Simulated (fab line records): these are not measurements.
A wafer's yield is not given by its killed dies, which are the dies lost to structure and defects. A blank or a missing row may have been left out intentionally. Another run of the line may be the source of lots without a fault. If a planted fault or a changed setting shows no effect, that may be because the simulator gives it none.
Which tool did it? ; flow n5-finfet ; Sampling: 10 lots, 30 wafers, 3 of 1938 route steps

== WHAT EACH GAUGE READ, for each wafer ==
N5_BEOL_M4_RC_MEAS_101. Usual: DIBL_N 36.5 mV/V, standard deviation 1.4; DIBL_P 36.6 mV/V, standard deviation 1.6; IOFF_N 0.160 nA/um, standard deviation 0.024; IOFF_P 0.217 nA/um, standard deviation 0.029; ION_N 674 uA/um, standard deviation 8.7; ION_P 464 uA/um, standard deviation 6.5; SS_N 71.6 mV/dec, standard deviation 0.47; SS_P 73.4 mV/dec, standard deviation 0.57; VT_N 250.0 mV, standard deviation 2.5; VT_P -250 mV, standard deviation 3.1.
lot;measured;on;DIBL_N (mV/V);DIBL_P (mV/V);IOFF_N (nA/um);IOFF_P (nA/um);ION_N (uA/um);ION_P (uA/um);SS_N (mV/dec);SS_P (mV/dec);VT_N (mV);VT_P (mV);flag
L386;day 8 06:04;prober-02;34.3 35.2 35.5;35.8 36.7 36.3;0.140 0.143 0.152;0.193 0.203 0.208;663 666 671;465 461 462;71.6 71.8 71.7;72.8 72.6 73.3;250.5 251.5 249.1;-251 -251 -249;
L390;day 9 18:49;prober-02;38.8 35.9 37.8;39.8 36.3 38.6;0.211 0.160 0.187;0.253 0.196 0.226;694 677 679;465 457 460;72.7 71.2 70.8;74.1 73.5 74.0;248.9 250.0 249.7;-249 -253 -253;
L391;day 9 20:58;prober-01;36.2 35.4 36.4;36.6 34.5 37.0;0.161 0.140 0.168;0.244 0.202 0.238;670 670 679;472 462 470;71.7 71.5 71.6;74.0 72.5 73.5;248.0 250.6 248.6;-245 -246 -246;
L392;day 10 00:01;prober-01;38.3 35.9 37.5;38.1 33.7 36.4;0.188 0.130 0.166;0.269 0.193 0.238;683 663 663;473 467 462;71.7 71.6 72.2;74.7 72.2 73.8;248.0 253.9 250.4;-245 -249 -250;
L393;day 10 11:13;prober-01;36.3 37.1 36.9;37.3 37.9 37.7;0.169 0.187 0.176;0.261 0.267 0.256;678 673 689;474 474 474;71.1 72.0 71.9;74.2 73.4 73.4;248.6 245.1 248.4;-245 -243 -244;
L394;day 10 18:02;prober-02;36.5 36.8 37.5;33.8 35.0 35.5;0.151 0.151 0.163;0.192 0.203 0.220;676 678 677;461 468 466;71.2 71.1 71.2;72.1 73.8 73.2;250.4 249.4 249.3;-251 -251 -248;
L404;day 13 00:58;prober-02;36.2 35.5 36.5;36.9 36.7 37.8;0.150 0.149 0.161;0.209 0.202 0.225;667 673 674;461 465 464;72.2 71.7 72.0;73.3 73.1 73.4;252.9 250.4 252.8;-251 -252 -250;
L405;day 13 06:30;prober-01;36.0 35.5 34.7;36.0 34.9 33.0;0.152 0.131 0.125;0.212 0.190 0.175;674 667 667;466 456 465;71.5 71.3 71.0;72.5 72.5 72.0;253.1 253.4 252.4;-250 -251 -250;
L407;day 13 13:08;prober-01;35.8 34.8 37.9;38.6 37.1 40.1;0.164 0.143 0.199;0.217 0.193 0.236;677 677 686;454 461 458;71.6 70.9 73.0;73.5 73.4 74.4;248.1 252.1 248.2;-249 -250 -249;
L408;day 13 16:08;prober-02;37.0 36.4 36.7;36.3 36.3 36.4;0.169 0.166 0.173;0.218 0.213 0.222;677 682 680;459 464 464;72.2 71.4 72.0;72.9 74.0 73.8;249.2 247.6 247.2;-251 -252 -249;

N5_MIM_BOT_LITHO_CD_MEAS_08: target cd 3000 nm. Usual: cd-nm reads 2999.4 nm (standard deviation 1.3).
lot;measured;on;cd-nm (nm);flag
L386;day 12 09:37;cd-sem-01;3000.9 3000.9 2998.3;
L390;day 13 14:36;cd-sem-01;2999.4 3000.5 2999.4;
L391;day 13 14:38;cd-sem-03;2998.7 2999.3 2998.3;
L392;day 13 15:02;cd-sem-02;2998.9 2999.8 2999.7;
L393;day 13 22:21;cd-sem-01;2998.0 2998.3 2998.4;
L394;day 14 08:09;cd-sem-02;2999.3 3000.6 2999.9;
L404;day 16 14:11;cd-sem-03;2997.0 2998.4 2998.7;
L405;day 16 18:16;cd-sem-03;2998.9 2997.9 3000.2;
L407;day 17 07:28;cd-sem-03;2999.6 3000.1 3000.7;
L408;day 17 16:40;cd-sem-02;3000.6 3001.1 3001.4;

N5_PASSIVATION_OVL_MEAS_60. Usual: TV_OVL 1 nm, standard deviation 5.5.
lot;measured;on;TV_OVL (nm);flag
L386;day 12 12:58;overlay-01;-10 -9 -3;
L390;day 13 16:09;overlay-01;2 -2 -3;
L391;day 13 16:35;overlay-01;1 1 3;
L392;day 13 18:28;overlay-01;7 4 0;
L393;day 13 23:47;overlay-01;-6 -10 -10;
L394;day 14 09:43;overlay-02;14 13 11;
L404;day 16 15:42;overlay-02;-2 1 -1;
L405;day 16 19:47;overlay-02;7 -5 -4;
L407;day 17 10:02;overlay-02;-2 -2 3;
L408;day 17 20:49;overlay-02;3 3 -5;

== EACH LOT AND THE TOOL THAT RAN IT (in order: tool; ch and the chambers of the sampled wafers; start) ==
The record shows no process step preceding these readings.

== AS READ BY THE TOOLS THEMSELVES (means over the sampled wafers that have a number; for cases with no such wafer, the mark the record gives instead) ==
The record holds no such reading with a usual standard deviation.

== THE ANSWER, worked out from the rows above alone ==
Rule: a lot counts as off when the mean over its wafers that have a number is more than 3 standard deviations away from the usual mean. A lot without any number at a reading at which 4 lots or more have one is off too. Where the step has rows for the other lots, those lots are counted as sound. After the gauges, taken in route order, come the tools' own readings; for these a lot's mean is taken, as printed above. At the first step where some lot is off, the reading lying furthest off is the one used; lots without a number count as furthest.
None of the lots is off at any reading shown; this tells nothing.

== WHAT THE SIMULATOR PUT IN ==
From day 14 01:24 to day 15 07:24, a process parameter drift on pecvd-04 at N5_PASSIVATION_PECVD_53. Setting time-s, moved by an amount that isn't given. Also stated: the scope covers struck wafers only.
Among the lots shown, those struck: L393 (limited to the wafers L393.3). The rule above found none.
